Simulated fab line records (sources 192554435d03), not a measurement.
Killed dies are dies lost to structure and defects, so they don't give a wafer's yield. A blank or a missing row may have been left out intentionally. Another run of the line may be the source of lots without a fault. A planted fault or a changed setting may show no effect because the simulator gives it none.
fab line records + flow n5Finfet + part 2 of 2: steps 19 to 29 of 29
[record]
- lots = 5
- wafers = 15
- lastDay = 17
route steps=1938 shown SD_EPI_N@265
lots untouched by any fault: they come from a run of this same line in which no faults occurred
startH: hours from the record's opening day to when the first of the lot's shown wafers began + waitH: hours from the lot's prior step to this one + " same as the row above + L1.1+2: a row that stands for several wafers + - no value, or no start given + * or withheld: withheld + < > ~ a bound
route shown NAME@n: a module of which the file shows steps, and the number in the route of the first + usual: mean/standard deviation of fault-free wafers + same: alike in all rows + chamber/n: place in a boat + sites: readings site by site + _std_site: the values' standard deviation + _edge_site: mean of outer sites minus mean of inner sites + radiusMm: how far each site lies from the wafer's centre + mask NAME#n: copy n + behind: the last tool/chamber to shape the wafer + hold: why the lot was held/for how many hours/how that ended + device: the transistor (n, p or np) that didn't switch + end of line: the route-end tests of the same wafers + step lacking rows: just its recipe + killed: count of dies lost to structure and defects at first sort (not the wafer's yield) + map: shows each die of a wafer: x if killed, . if not, _ if none is there
set.NAME: the setting as run; set.NAME@STEP: as run at that earlier step + model.NAME: the simulator's own value behind a step, which no gauge read
certain route steps with their lots: each step a table, each wafer a row
services: a tool's chamber out of use, with start hour (startH, from the record's first day; less than 0 if before it), hours out, and reason
[[steps]]
[step N5_SD_EPI_N_WET_ETCH_43]
[recipe]
- chemistry = dHF
- dilution = withheld
- timeS = 14
- target = SiO2
- targetDepthA = 15
- tempC = 25
| lot.wafer  | tool        | chamber | startH | waitH |
|------------|-------------|---------|--------|-------|
| L077.1+5+6 | wetBench-04 | 7,6,5   | 68.21  | -     |
| L080.1+2+5 | wetBench-04 | 4,7,3   | 84.45  | -     |
| L093.1+4+6 | wetBench-02 | 6,1,2   | 165.36 | -     |
| L095.3+4+6 | wetBench-02 | 3,4,1   | 176.86 | -     |
| L096.1+3+5 | wetBench-04 | 6,3,7   | 184.60 | -     |
[step N5_SD_EPI_N_STRIP_18]
[recipe]
- chemistry = SPM
- timeS = 750
- tempC = 130
- h2so4H2o2VolRatio = 4
[usual]
- bathHeatDutyPct = 15.5/1.4
| lot.wafer | tool        | chamber | startH | waitH | bathHeatDutyPct |
|-----------|-------------|---------|--------|-------|-----------------|
| L077.1    | wetBench-04 | 7       | 68.21  | 0.0   | 18.0            |
| L077.5    | "           | 6       | "      | "     | 14.9            |
| L077.6    | "           | 5       | "      | "     | 14.3            |
| L080.1    | wetBench-04 | 4       | 84.45  | 0.0   | 17.8            |
| L080.2    | "           | 7       | "      | "     | 16.9            |
| L080.5    | "           | 3       | "      | "     | 15.4            |
| L093.1    | wetBench-02 | 6       | 165.37 | 0.0   | 15.2            |
| L093.4    | "           | 1       | "      | "     | 15.1            |
| L093.6    | "           | 2       | "      | "     | 12.2            |
| L095.3    | wetBench-02 | 3       | 176.87 | 0.0   | 17.5            |
| L095.4    | "           | 4       | "      | "     | 15.6            |
| L095.6    | "           | 1       | "      | "     | 15.3            |
| L096.1    | wetBench-04 | 6       | 184.61 | 0.0   | 13.0            |
| L096.3    | "           | 3       | "      | "     | 14.8            |
| L096.5    | "           | 7       | "      | "     | 16.2            |
[step N5_SD_EPI_N_SRD_20]
[recipe]
- dry = ipaMarangoni
- doPpb = 5
- timeS = 30
- tempC = 23
- rinseLiquid = diw
[usual]
- bathHeatDutyPct = 3.9/0.51
| lot.wafer | tool        | chamber | startH | waitH | bathHeatDutyPct |
|-----------|-------------|---------|--------|-------|-----------------|
| L077.1    | wetBench-04 | 7       | 68.42  | 0.0   | 4.7             |
| L077.5    | "           | 6       | "      | "     | 3.8             |
| L077.6    | "           | 5       | "      | "     | 3.8             |
| L080.1    | wetBench-04 | 4       | 84.66  | 0.0   | 3.8             |
| L080.2    | "           | 7       | "      | "     | 4.0             |
| L080.5    | "           | 3       | "      | "     | 3.5             |
| L093.1    | wetBench-02 | 6       | 165.58 | 0.0   | 3.5             |
| L093.4    | "           | 1       | "      | "     | 3.7             |
| L093.6    | "           | 2       | "      | "     | 3.0             |
| L095.3    | wetBench-02 | 3       | 177.08 | 0.0   | 4.5             |
| L095.4    | "           | 4       | "      | "     | 4.1             |
| L095.6    | "           | 1       | "      | "     | 3.2             |
| L096.1    | wetBench-04 | 6       | 184.82 | 0.0   | 4.0             |
| L096.3    | "           | 3       | "      | "     | 4.6             |
| L096.5    | "           | 7       | "      | "     | 4.5             |
[step N5_SD_EPI_N_PRECLEAN_48]
[recipe]
- chemistry = NF3:NH3
- afsCycles = 2
- tempC = 30
- timeS = 20
- sublimationTempC = 180
- sublimationTimeS = 60
- pressureTorr = 3
- rfPowerW = 30
[usual]
- rfFwdPowerW = 29.84/0.087
- susceptorTempC = 30.00/0.11
| lot.wafer | tool        | chamber | startH | waitH | rfFwdPowerW | susceptorTempC |
|-----------|-------------|---------|--------|-------|-------------|----------------|
| L077.1    | epiRpcvd-04 | 0       | 68.47  | 0.0   | 29.75       | 29.91          |
| L077.5    | "           | 0       | "      | "     | 29.81       | 30.04          |
| L077.6    | "           | 0       | "      | "     | 29.77       | 30.00          |
| L080.1    | epiRpcvd-02 | 0       | 84.71  | 0.0   | 29.83       | 29.99          |
| L080.2    | "           | 0       | "      | "     | 29.75       | 30.13          |
| L080.5    | "           | 0       | "      | "     | 29.81       | 30.06          |
| L093.1    | epiRpcvd-01 | 0       | 165.63 | 0.0   | 29.75       | 30.01          |
| L093.4    | "           | 0       | "      | "     | 29.74       | 29.79          |
| L093.6    | "           | 0       | "      | "     | 29.88       | 29.81          |
| L095.3    | epiRpcvd-02 | 0       | 177.25 | 0.2   | 29.68       | 30.03          |
| L095.4    | "           | 0       | "      | "     | 29.74       | 29.98          |
| L095.6    | "           | 0       | "      | "     | 29.79       | 30.04          |
| L096.1    | epiRpcvd-01 | 0       | 184.87 | 0.0   | 29.97       | 29.92          |
| L096.3    | "           | 0       | "      | "     | 30.02       | 29.97          |
| L096.5    | "           | 0       | "      | "     | 30.04       | 30.02          |
[step N5_SD_EPI_N_VAPOR_ETCH_50]
[recipe]
- chemistry = HCl
- target = Si
- tempC = 775
- timeS = 54
- pressureTorr = 20
- mode = isotropic
[usual]
- susceptorTempC = 775.0/0.36
- throttleValvePct = 11.8/0.62
| lot.wafer | tool        | chamber | startH | waitH | susceptorTempC | throttleValvePct |
|-----------|-------------|---------|--------|-------|----------------|------------------|
| L077.1    | epiRpcvd-04 | 0       | 68.83  | 0.3   | 775.9          | 12.5             |
| L077.5    | "           | 0       | "      | "     | 774.7          | 12.3             |
| L077.6    | "           | 0       | "      | "     | 775.2          | 12.6             |
| L080.1    | epiRpcvd-02 | 0       | 85.07  | 0.3   | 774.9          | 11.3             |
| L080.2    | "           | 0       | "      | "     | 775.7          | 11.1             |
| L080.5    | "           | 0       | "      | "     | 775.1          | 11.3             |
| L093.1    | epiRpcvd-01 | 0       | 166.11 | 0.4   | 774.7          | 11.4             |
| L093.4    | "           | 0       | "      | "     | 774.7          | 11.0             |
| L093.6    | "           | 0       | "      | "     | 774.4          | 11.4             |
| L095.3    | epiRpcvd-02 | 0       | 177.55 | 0.2   | 774.6          | 11.0             |
| L095.4    | "           | 0       | "      | "     | 775.0          | 11.3             |
| L095.6    | "           | 0       | "      | "     | 775.0          | 11.3             |
| L096.1    | epiRpcvd-01 | 0       | 185.35 | 0.4   | 774.4          | 11.4             |
| L096.3    | "           | 0       | "      | "     | 774.8          | 11.4             |
| L096.5    | "           | 0       | "      | "     | 774.7          | 11.7             |
[step N5_SD_EPI_N_EPI_21]
[recipe]
- material = Si:P
- dopant = P
- tempC = 680
- pressureTorr = 255
- timeS = 690
[usual]
- susceptorTempC = 679.98/0.29
- susceptor_temp_C_max = 681.8/0.79
| lot.wafer | tool        | chamber | startH | waitH | susceptorTempC | susceptor_temp_C_max |
|-----------|-------------|---------|--------|-------|----------------|----------------------|
| L077.1    | epiRpcvd-04 | 0       | 69.01  | 0.1   | 680.03         | 681.2                |
| L077.5    | "           | 0       | 70.13  | 1.1   | 680.07         | 681.3                |
| L077.6    | "           | 0       | "      | "     | 680.09         | 681.5                |
| L080.1    | epiRpcvd-02 | 0       | 85.25  | 0.1   | 679.44         | 680.7                |
| L080.2    | "           | 0       | "      | "     | 680.07         | 681.6                |
| L080.5    | "           | 0       | "      | "     | 679.53         | 681.8                |
| L093.1    | epiRpcvd-01 | 0       | 166.35 | 0.2   | 679.71         | 683.2                |
| L093.4    | "           | 0       | 167.47 | 1.2   | 679.95         | 682.5                |
| L093.6    | "           | 0       | "      | "     | 679.82         | 682.8                |
| L095.3    | epiRpcvd-02 | 0       | 178.23 | 0.7   | 680.18         | 681.7                |
| L095.4    | "           | 0       | "      | "     | 679.99         | 681.4                |
| L095.6    | "           | 0       | "      | "     | 680.16         | 681.5                |
| L096.1    | epiRpcvd-01 | 0       | 185.59 | 0.2   | 680.19         | 682.7                |
| L096.3    | "           | 0       | "      | "     | 679.89         | 681.9                |
| L096.5    | "           | 0       | "      | "     | 680.21         | 683.1                |
[step N5_SD_EPI_N_EPI_MEAS_23]
[recipe]
- mode = xrd
[usual]
- thkNm = 58.8/1.3
| lot.wafer | tool         | chamber | startH | waitH | thkNm |
|-----------|--------------|---------|--------|-------|-------|
| L077.1    | filmMetro-01 | -       | 70.73  | 1.4   | 58.1  |
| L077.5    | "            | -       | "      | "     | 58.3  |
| L077.6    | "            | -       | "      | "     | 58.3  |
| L080.1    | filmMetro-01 | -       | 86.97  | 1.4   | 60.6  |
| L080.2    | "            | -       | "      | "     | 59.7  |
| L080.5    | "            | -       | "      | "     | 60.4  |
| L093.1    | filmMetro-01 | -       | 168.62 | 1.9   | 57.6  |
| L093.4    | "            | -       | "      | "     | 58.9  |
| L093.6    | "            | -       | "      | "     | 56.6  |
| L095.3    | filmMetro-02 | -       | 179.38 | 0.9   | 59.9  |
| L095.4    | "            | -       | "      | "     | 59.5  |
| L095.6    | "            | -       | "      | "     | 59.4  |
| L096.1    | filmMetro-02 | -       | 187.86 | 1.9   | 57.2  |
| L096.3    | "            | -       | "      | "     | 59.4  |
| L096.5    | "            | -       | "      | "     | 56.8  |
[step N5_SD_EPI_N_PRECLEAN_24]
[recipe]
- chemistry = O3/DIW
- timeS = 60
- tempC = 22
- o3Ppm = 10
[usual]
- bathHeatDutyPct = 2.4/0.44
| lot.wafer | tool        | chamber | startH | waitH | bathHeatDutyPct |
|-----------|-------------|---------|--------|-------|-----------------|
| L077.1    | wetBench-04 | 2       | 70.76  | 0.0   | 2.3             |
| L077.5    | "           | 0       | "      | "     | 3.2             |
| L077.6    | "           | 4       | "      | "     | 3.3             |
| L080.1    | wetBench-03 | 0       | 87.00  | 0.0   | 2.0             |
| L080.2    | "           | 3       | "      | "     | 2.3             |
| L080.5    | "           | 4       | "      | "     | 2.7             |
| L093.1    | wetBench-02 | 0       | 168.66 | 0.0   | 2.3             |
| L093.4    | "           | 6       | "      | "     | 2.0             |
| L093.6    | "           | 7       | "      | "     | 2.7             |
| L095.3    | wetBench-02 | 6       | 179.42 | 0.0   | 1.8             |
| L095.4    | "           | 7       | "      | "     | 1.6             |
| L095.6    | "           | 0       | "      | "     | 2.8             |
| L096.1    | wetBench-03 | 6       | 187.90 | 0.0   | 2.2             |
| L096.3    | "           | 2       | "      | "     | 2.1             |
| L096.5    | "           | 1       | "      | "     | 2.1             |
[step N5_SD_EPI_N_SRD_25]
[recipe]
- timeS = 30
- tempC = 23
- rinseLiquid = diw
- dry = ipaMarangoni
[usual]
- bathHeatDutyPct = 3.8/0.5
| lot.wafer | tool        | chamber | startH | waitH | bathHeatDutyPct |
|-----------|-------------|---------|--------|-------|-----------------|
| L077.1    | wetBench-04 | 2       | 70.78  | 0.0   | 3.6             |
| L077.5    | "           | 0       | "      | "     | 3.6             |
| L077.6    | "           | 4       | "      | "     | 4.1             |
| L080.1    | wetBench-03 | 0       | 87.02  | 0.0   | 4.0             |
| L080.2    | "           | 3       | "      | "     | 3.4             |
| L080.5    | "           | 4       | "      | "     | 3.6             |
| L093.1    | wetBench-02 | 0       | 168.68 | 0.0   | 3.5             |
| L093.4    | "           | 6       | "      | "     | 3.8             |
| L093.6    | "           | 7       | "      | "     | 4.3             |
| L095.3    | wetBench-02 | 6       | 179.44 | 0.0   | 3.5             |
| L095.4    | "           | 7       | "      | "     | 4.2             |
| L095.6    | "           | 0       | "      | "     | 3.8             |
| L096.1    | wetBench-03 | 6       | 187.92 | 0.0   | 4.4             |
| L096.3    | "           | 2       | "      | "     | 4.2             |
| L096.5    | "           | 1       | "      | "     | 4.1             |
[step N5_SD_EPI_N_PRECLEAN_49]
[recipe]
- chemistry = NF3:NH3
- afsCycles = 1
- tempC = 30
- timeS = 20
- sublimationTempC = 180
- sublimationTimeS = 60
- pressureTorr = 3
- rfPowerW = 30
| lot.wafer  | tool            | chamber | startH | waitH |
|------------|-----------------|---------|--------|-------|
| L077.1+5+6 | remotePlasma-01 | 1       | 70.83  | 0.0   |
| L080.1+2+5 | remotePlasma-01 | 1       | 87.07  | 0.0   |
| L093.1+4+6 | remotePlasma-01 | 0       | 168.72 | 0.0   |
| L095.3+4+6 | remotePlasma-01 | 0       | 179.55 | 0.1   |
| L096.1+3+5 | remotePlasma-02 | 1       | 187.97 | 0.0   |
[step N5_SD_EPI_N_LINER_46]
[recipe]
- material = SiNx
- targetThkA = 30
- tempC = 400
- aldPrecursorFamily = SiH2I2
- aldCoReactant = N2/H2-plasma
- pressureTorr = 2
[usual]
- heaterPowerW = 876/77
- susceptorTempC = 399.99/0.23
| lot.wafer | tool      | chamber | startH | waitH | heaterPowerW | susceptorTempC |
|-----------|-----------|---------|--------|-------|--------------|----------------|
| L077.1    | aldSin-02 | 3       | 71.03  | 0.2   | 891          | 399.60         |
| L077.5    | "         | 2       | "      | "     | 880          | 399.92         |
| L077.6    | "         | 1       | "      | "     | 802          | 399.83         |
| L080.1    | aldSin-03 | 2       | 87.41  | 0.3   | 893          | 399.86         |
| L080.2    | "         | 1       | "      | "     | 814          | 400.21         |
| L080.5    | "         | 2       | "      | "     | 856          | 399.97         |
| L093.1    | aldSin-04 | 3       | 168.92 | 0.2   | 946          | 399.83         |
| L093.4    | "         | 2       | "      | "     | 948          | 399.84         |
| L093.6    | "         | 2       | "      | "     | 918          | 399.72         |
| L095.3    | aldSin-02 | 3       | 180.74 | 1.2   | 816          | 400.21         |
| L095.4    | "         | 2       | "      | "     | 893          | 399.63         |
| L095.6    | "         | 0       | "      | "     | 872          | 400.03         |
| L096.1    | aldSin-03 | 0       | 188.23 | 0.2   | 865          | 400.05         |
| L096.3    | "         | 2       | "      | "     | 875          | 399.93         |
| L096.5    | "         | 3       | "      | "     | 823          | 399.73         |
[[services]]
| tool           | chamber | startH | hours | kind   |
|----------------|---------|--------|-------|--------|
| arfiScanner-02 | -       | 43.67  | 1.3   | pm     |
| aldSin-02      | 2       | 43.84  | 3.8   | repair |
| arfiScanner-01 | -       | 45.19  | 4.9   | pm     |
| aldSin-02      | -       | 46.94  | 2.8   | pm     |
| aldSin-03      | 1       | 47.32  | 3.2   | repair |
| arfiScanner-02 | -       | 60.69  | 0.8   | pm     |
| rieDiel-04     | -       | 64.98  | 1.1   | repair |
| rieDiel-01     | 1       | 81.27  | 3.3   | repair |
| rieDiel-04     | -       | 81.92  | 2.8   | pm     |
| arfiScanner-03 | -       | 87.02  | 1.3   | pm     |
| aldSin-02      | -       | 87.31  | 14.0  | pm     |
| arfiScanner-03 | -       | 95.07  | 0.8   | pm     |
| arfiScanner-02 | -       | 108.59 | 4.8   | pm     |
| rieSi-03       | -       | 113.85 | 4.3   | pm     |
| epiRpcvd-02    | -       | 138.81 | 0.6   | repair |
| aldSin-03      | -       | 141.99 | 6.1   | pm     |
| arfiScanner-03 | -       | 149.74 | 1.0   | pm     |
| rieSi-06       | 0       | 154.82 | 14.8  | repair |
| arfiScanner-02 | -       | 156.59 | 1.1   | repair |
| rieSi-03       | 0       | 160.94 | 1.2   | repair |
| aldSin-03      | 1       | 165.87 | 3.7   | repair |
| arfiScanner-02 | -       | 169.17 | 1.3   | pm     |
| epiRpcvd-01    | -       | 170.66 | 4.3   | repair |
| arfiScanner-02 | -       | 175.93 | 4.9   | pm     |
